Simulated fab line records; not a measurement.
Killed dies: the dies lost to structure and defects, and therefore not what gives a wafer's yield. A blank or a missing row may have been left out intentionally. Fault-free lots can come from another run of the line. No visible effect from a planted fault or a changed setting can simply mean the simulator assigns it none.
Which tool did it? -- flow nand_harc -- 36 wafers from 12 lots sampled at 6 of the route's 1302 steps

== WHAT EACH GAUGE READ, for each wafer ==
NHARC_A_ONON_D2_THK_MEAS_24: measures by ellipsometry. Usual: 999 nm for thk_nm, sd 7.7.
lot,measured,on,thk_nm (nm),flag
L103,day 12 22:53,film_metro-01,1007 1006 1006,
L104,day 13 18:38,film_metro-01,1000 1002 1000,
L105,day 14 07:54,film_metro-02,1000 999 998,
L114,day 18 03:35,film_metro-02,1001 1002 1003,
L116,day 18 21:13,film_metro-02,992 992 992,
L117,day 19 11:02,film_metro-01,1002 1000 1001,
L118,day 19 19:21,film_metro-02,1004 1005 1006,
L120,day 20 12:50,film_metro-02,1001 999 997,
L121,day 21 00:22,film_metro-01,997 998 997,
L124,day 21 15:58,film_metro-01,992 992 993,
L123,day 21 16:20,film_metro-01,991 992 993,
L125,day 22 09:07,film_metro-01,1007 1006 1007,

NHARC_A_CHANNEL_HOLE_D2_CD_MEAS_31. Usual: 90.0 nm for cd_nm, sd 1.7.
lot,measured,on,cd_nm (nm),flag
L103,day 13 10:04,cd_sem-03,90.0 90.5 88.9,
L104,day 14 05:53,cd_sem-02,92.6 88.0 90.6,
L105,day 14 22:16,cd_sem-01,89.9 90.2 88.3,
L114,day 18 15:04,cd_sem-01,89.4 90.8 89.8,
L116,day 19 08:30,cd_sem-01,88.8 88.3 89.2,
L117,day 19 22:13,cd_sem-03,92.1 89.8 92.5,
L118,day 20 08:32,cd_sem-03,92.2 90.7 90.1,
L120,day 21 01:42,cd_sem-01,91.1 88.3 89.7,
L121,day 21 13:53,cd_sem-01,89.3 92.4 91.1,
L124,day 22 03:13,cd_sem-01,91.6 90.6 92.9,
L123,day 22 03:50,cd_sem-01,88.9 89.5 89.9,
L125,day 22 23:16,cd_sem-03,91.8 93.9 91.3,

NHARC_A_CHANNEL_HOLE_D2_INSPECT_40. Usual: 300 for raw_defect_count, sd 100.
lot,measured,on,raw_defect_count,flag
L103,day 13 10:16,defect_inspect-02,391 276 271,
L104,day 14 06:05,defect_inspect-01,426 727 755,OFF
L105,day 14 22:28,defect_inspect-01,413 896 748,OFF
L114,day 18 15:16,defect_inspect-01,249 333 331,
L116,day 19 08:41,defect_inspect-02,229 313 250,
L117,day 19 22:25,defect_inspect-02,319 300 322,
L118,day 20 08:43,defect_inspect-02,285 256 378,
L120,day 21 01:53,defect_inspect-02,227 260 290,
L121,day 21 14:05,defect_inspect-02,164 217 266,
L124,day 22 03:23,defect_inspect-01,230 391 351,
L123,day 22 04:01,defect_inspect-01,321 399 263,
L125,day 22 23:27,defect_inspect-02,168 155 242,

NHARC_END_SORT_01. Usual: killed_at_array 54, standard deviation 12; killed_at_other 0.7, standard deviation 1.1; killed_at_periphery 3.9, standard deviation 2.8; killed_dies 59, standard deviation 13; killed_open 3.4, standard deviation 2; killed_short 2.5, standard deviation 1.7.
lot,measured,on,killed_at_array,killed_at_other,killed_at_periphery,killed_dies,killed_open,killed_short,flag
L104,day 25 09:55,prober-01,55 88 81,0 0 0,10 14 13,65 102 94,2 0 3,3 2 3,OFF
L105,day 25 17:43,prober-01,47 102 64,0 0 0,6 3 2,53 105 66,0 1 3,0 4 0,

== WHICH TOOL RAN EACH LOT (tool, then ch and the chambers of the sampled wafers, then the start) ==
lot,NHARC_A_CHANNEL_HOLE_D2_ETCH_26,NHARC_A_CHANNEL_FILL_D2_ALD_16
L103,"har_etch-02 ch 0,1, day 13 08:20","ald_hk-02 ch 0,1,2, day 13 22:43"
L104,"har_etch-02 ch 0,1, day 14 04:10","ald_hk-02 ch 0,1,2, day 14 18:40"
L105,"har_etch-02 ch 0,1, day 14 20:22","ald_hk-02 ch 0,1,2, day 15 11:17"
L114,"har_etch-02 ch 0,1, day 18 13:21","ald_hk-02 ch 0,1,2, day 19 03:38"
L116,"har_etch-01 ch 0,1, day 19 06:47","ald_hk-04 ch 2,3, day 19 21:49"
L117,"har_etch-02 ch 0,1, day 19 20:34","ald_hk-04 ch 1,2,3, day 20 10:53"
L118,"har_etch-01 ch 0,1, day 20 06:51","ald_hk-03 ch 1,2, day 20 21:08"
L120,"har_etch-02 ch 0,1, day 20 23:58","ald_hk-04 ch 0,3, day 21 15:39"
L121,"har_etch-02 ch 0,1, day 21 12:11","ald_hk-02 ch 0,1,2, day 22 03:26"
L124,"har_etch-01 ch 0,1, day 22 01:31","ald_hk-04 ch 1,2, day 22 16:43"
L123,"har_etch-02 ch 0,1, day 22 02:07","ald_hk-04 ch 0,1,2, day 22 16:53"
L125,"har_etch-02 ch 0,1, day 22 21:32","ald_hk-04 ch 0,2,3, day 23 11:50"
- NHARC_A_CHANNEL_HOLE_D2_ETCH_26: etches the open film in C4F8/O2/Ar, time 224.1 s, target depth 300 nm.
- NHARC_A_CHANNEL_FILL_D2_ALD_16: deposits SiO2, target thk 1.5 nm, pulse time 10 s, ald cycles 15.

== AS READ BY THE TOOLS THEMSELVES (means over the sampled wafers that have a number; for cases with no such wafer, the mark the record gives instead) ==
NHARC_A_CHANNEL_HOLE_D2_ETCH_26. Usual: drypump_motor_current_A 6.0 A, standard deviation 0.45; showerhead_plenum_p_Torr 3.66 Torr, standard deviation 0.15; temp_c -20.00 C, standard deviation 0.099; throttle_valve_pct 24.584 %, standard deviation 0.0097.
lot,tool,drypump_motor_current_A (A),showerhead_plenum_p_Torr (Torr),temp_c (C),throttle_valve_pct (%),flag
L103,har_etch-02,5.6,3.64,-20.01,24.580,
L104,har_etch-02,5.5,3.63,-20.00,24.584,
L105,har_etch-02,5.6,3.58,-20.03,24.580,
L114,har_etch-02,5.6,3.87,-20.01,24.580,
L116,har_etch-01,6.4,3.63,-20.04,24.577,
L117,har_etch-02,5.6,3.86,-20.02,24.578,
L118,har_etch-01,6.5,3.62,-19.93,24.583,
L120,har_etch-02,5.6,3.74,-19.97,24.585,
L121,har_etch-02,5.6,3.74,-20.07,24.582,
L124,har_etch-01,6.4,3.61,-19.97,24.581,
L123,har_etch-02,5.6,3.73,-20.05,24.588,
L125,har_etch-02,5.5,3.73,-20.00,24.593,

NHARC_A_CHANNEL_FILL_D2_ALD_16. Usual: heater_power_w 485 W, standard deviation 50; precursor_pulse_height_rel 1.002, standard deviation 0.019.
lot,tool,heater_power_w (W),precursor_pulse_height_rel,flag
L103,ald_hk-02,461,1.009,
L104,ald_hk-02,465,1.022,
L105,ald_hk-02,468,0.998,
L114,ald_hk-02,445,0.987,
L116,ald_hk-04,497,1.002,
L117,ald_hk-04,514,1.005,
L118,ald_hk-03,526,1.019,
L120,ald_hk-04,471,1.006,
L121,ald_hk-02,443,1.004,
L124,ald_hk-04,536,0.996,
L123,ald_hk-04,536,1.002,
L125,ald_hk-04,517,0.992,

== THE ANSWER, worked out from the rows above alone ==
Rule: take the mean of a lot's wafers that have a number; if it is more than 3 standard deviations from the usual mean, the lot is off. Also off: a lot with no number at a reading for which 4 or more lots have one. Any other lot the step has rows for is counted as sound. After the gauges, taken in route order, come the tools' own readings; for these a lot's mean is taken, as printed above. At the first step where some lot is off, the reading lying furthest off is the one used; lots without a number count as furthest.
Off: L104, L105 (NHARC_A_CHANNEL_HOLE_D2_INSPECT_40, raw_defect_count).
If a tool, at a process step before that reading, ran all the lots that are off and no sound lot after the first of them, it fits. The gauges at NHARC_A_CHANNEL_HOLE_D2_INSPECT_40 are tried like those tools. None of those tried fits.

== WHAT THE SIMULATOR HAD PUT IN ==
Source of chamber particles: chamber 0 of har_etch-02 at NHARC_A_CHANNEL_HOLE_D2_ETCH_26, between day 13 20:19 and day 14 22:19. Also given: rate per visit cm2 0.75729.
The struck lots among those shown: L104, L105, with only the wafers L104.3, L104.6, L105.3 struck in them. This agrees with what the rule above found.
